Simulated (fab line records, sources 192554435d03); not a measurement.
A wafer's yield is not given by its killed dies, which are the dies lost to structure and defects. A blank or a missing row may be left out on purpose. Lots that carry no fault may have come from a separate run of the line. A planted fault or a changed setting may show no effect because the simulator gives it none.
Which tool was responsible? ; flow n5_finfet ; Sampling: 11 lots, 31 wafers, 4 of 1938 route steps

== WHAT THE GAUGES READ, wafer by wafer ==
N5_BEOL_M8_THK_MEAS_53: measures by xrf. Usual: M8_THK gives 80.4 nm (standard deviation 1.7).
lot;measured;on;M8_THK (nm);flag
L324;day 9 18:37;film_metro-01;83.9 80.3 81.8;
L325;day 10 13:31;film_metro-02;80.2 83.1 81.0;
L326;day 11 00:47;film_metro-01;81.0 82.4 82.7;
L327;day 11 10:03;film_metro-02;80.1 80.3 81.7;
L331;day 12 01:19;film_metro-01;81.4 79.3 81.1;
L332;day 12 20:59;film_metro-01;83.4 81.5;
L333;day 13 04:21;film_metro-01;77.7 79.0;
L337;day 13 12:10;film_metro-01;80.2 81.9 80.9;
L341;day 14 09:16;film_metro-01;77.8 77.6 77.9;
L343;day 15 08:24;film_metro-01;80.3 79.8 79.7;
L344;day 16 14:05;film_metro-02;77.9 78.1 76.9;

N5_BEOL_M9_THK_MEAS_01. Usual: M9_ILD_THK gives 268 nm (standard deviation 3.4).
lot;measured;on;M9_ILD_THK (nm);flag
L324;day 9 19:24;film_metro-01;262 267 270;
L325;day 10 14:18;film_metro-01;269 270 269;
L326;day 11 01:34;film_metro-02;269 269 274;
L327;day 11 10:50;film_metro-01;266 268 272;
L331;day 12 02:06;film_metro-02;267 267 268;
L332;day 12 21:47;film_metro-01;299 304;OFF
L333;day 13 05:08;film_metro-01;299 263;OFF
L337;day 13 13:14;film_metro-01;267 270 273;
L341;day 14 10:32;film_metro-02;263 259 266;
L343;day 15 09:11;film_metro-01;262 262 269;
L344;day 16 14:52;film_metro-02;266 267 266;

== TOOL THAT RAN EACH LOT (tool first, then ch and the chambers of the sampled wafers, then the start) ==
lot;N5_BEOL_M8_CMP_52;N5_BEOL_M9_ILD_DEP_00
L324;cmp-01 ch 1,3, day 9 18:19;pecvd-03 ch 0,1,2, day 9 18:49
L325;cmp-02 ch 1,2, day 10 13:16;pecvd-03 ch 0,1,2, day 10 13:44
L326;cmp-02 ch 1,2,3, day 11 00:29;pecvd-01 ch 0,1, day 11 00:58
L327;cmp-04 ch 2,3, day 11 09:45;pecvd-01 ch 0,2, day 11 10:14
L331;cmp-01 ch 0,1,2, day 12 01:01;pecvd-02 ch 0,2, day 12 01:31
L332;cmp-02 ch 1,3, day 12 20:44;pecvd-01 ch 1, day 12 21:11
L333;cmp-01 ch 1,3, day 13 04:04;pecvd-01 ch 0,1, day 13 04:32
L337;cmp-01 ch 2,3, day 13 11:52;pecvd-02 ch 0,1,2, day 13 12:22
L341;cmp-01 ch 0,1,2, day 14 08:58;pecvd-03 ch 0,1, day 14 09:28
L343;cmp-04 ch 2,3, day 15 08:07;pecvd-02 ch 0,1,2, day 15 08:36
L344;cmp-01 ch 2,3, day 16 13:47;pecvd-03 ch 0,1,2, day 16 14:18
- N5_BEOL_M8_CMP_52: polishes, stops on SiCOH lowk, t overpolish 6.9 s, target thk 80 nm.
- N5_BEOL_M9_ILD_DEP_00: deposits SiCOH lowk from DEMS/porogen, target thk 308.51 nm, time 58 s.

== WHAT THE TOOLS THEMSELVES READ (means of the sampled wafers that have a number; where no wafer has one, the mark that the record gives instead) ==
N5_BEOL_M8_CMP_52. Usual: barrier_field_endpoint_s 28.7 s, standard deviation 0.74; clearing_platen_down_force_psi 1.5001 psi, standard deviation 0.0028; edge_zone_pressure_frac 1.000, standard deviation 0.0046; motor_current_A 6.0 A, standard deviation 0.55; overpolish_run_s 6.899 s, standard deviation 0.009; retaining_ring_pressure_frac 1.001, standard deviation 0.005; time_to_endpoint_s 60.9 s, standard deviation 2.9.
lot;tool;barrier_field_endpoint_s (s);clearing_platen_down_force_psi (psi);edge_zone_pressure_frac;motor_current_A (A);overpolish_run_s (s);retaining_ring_pressure_frac;time_to_endpoint_s (s);flag
L324;cmp-01;28.8;1.4989;1.002;5.8;6.904;1.004;62.5;
L325;cmp-02;29.5;1.4991;0.997;5.9;6.893;1.003;63.7;
L326;cmp-02;28.9;1.4998;1.002;5.6;6.899;1.005;64.3;
L327;cmp-04;28.9;1.5006;1.003;5.9;6.896;1.003;61.7;
L331;cmp-01;28.5;1.5036;1.000;6.6;6.900;1.001;58.9;
L332;cmp-02;29.9;1.4992;1.002;5.7;6.897;1.000;67.0;
L333;cmp-01;28.2;1.5007;1.001;5.8;6.897;0.998;62.5;
L337;cmp-01;28.4;1.5025;1.005;5.5;6.902;1.000;60.2;
L341;cmp-01;29.0;1.5031;1.001;6.4;6.906;1.002;60.1;
L343;cmp-04;28.1;1.4959;0.997;5.7;6.896;1.001;59.5;
L344;cmp-01;28.3;1.5016;1.002;5.7;6.893;0.998;57.5;

N5_BEOL_M9_ILD_DEP_00. Usual: heater_power_w 285 W, standard deviation 61; showerhead_plenum_p_Torr 5.733 Torr, standard deviation 0.011; throttle_valve_pct 14.0 %, standard deviation 0.71.
lot;tool;heater_power_w (W);showerhead_plenum_p_Torr (Torr);throttle_valve_pct (%);flag
L324;pecvd-03;325;5.734;14.4;
L325;pecvd-03;324;5.731;14.3;
L326;pecvd-01;250;5.729;13.7;
L327;pecvd-01;266;5.741;13.7;
L331;pecvd-02;205;5.720;13.3;
L332;pecvd-01;266;5.740;14.2;
L333;pecvd-01;275;5.727;13.3;
L337;pecvd-02;245;5.724;13.7;
L341;pecvd-03;279;5.746;15.1;
L343;pecvd-02;256;5.725;13.9;
L344;pecvd-03;328;5.726;14.5;

== THE ANSWER, worked out from the rows above alone ==
Rule: a lot counts as off when the mean over its wafers that have a number is more than 3 standard deviations away from the usual mean. A lot without any number at a reading at which 4 lots or more have one is off too. Any other lot the step has rows for is counted as sound. Order of review: gauges by route order, followed by the tools' own readings, for which a lot's mean as printed above is used. The first step at which some lot is off is used, and at that step the reading that is off furthest; a lot without a number counts as furthest.
Off: at N5_BEOL_M9_THK_MEAS_01 (M9_ILD_THK), L332, L333.
A tool fits if, at a process step before that reading, it ran every lot that is off, and no sound lot after the first of them. Gauges at N5_BEOL_M9_THK_MEAS_01: tried the same way as those tools. One fits: pecvd-01 at N5_BEOL_M9_ILD_DEP_00. A fault onset in the window from L327 (day 11 10:14, its last sound lot) to L332 (day 12 21:11, its first lot off) fits.

== WHAT WAS PUT IN BY THE SIMULATOR ==
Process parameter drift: pecvd-01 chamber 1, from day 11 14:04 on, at N5_BEOL_M9_ILD_DEP_00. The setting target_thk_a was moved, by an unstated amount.
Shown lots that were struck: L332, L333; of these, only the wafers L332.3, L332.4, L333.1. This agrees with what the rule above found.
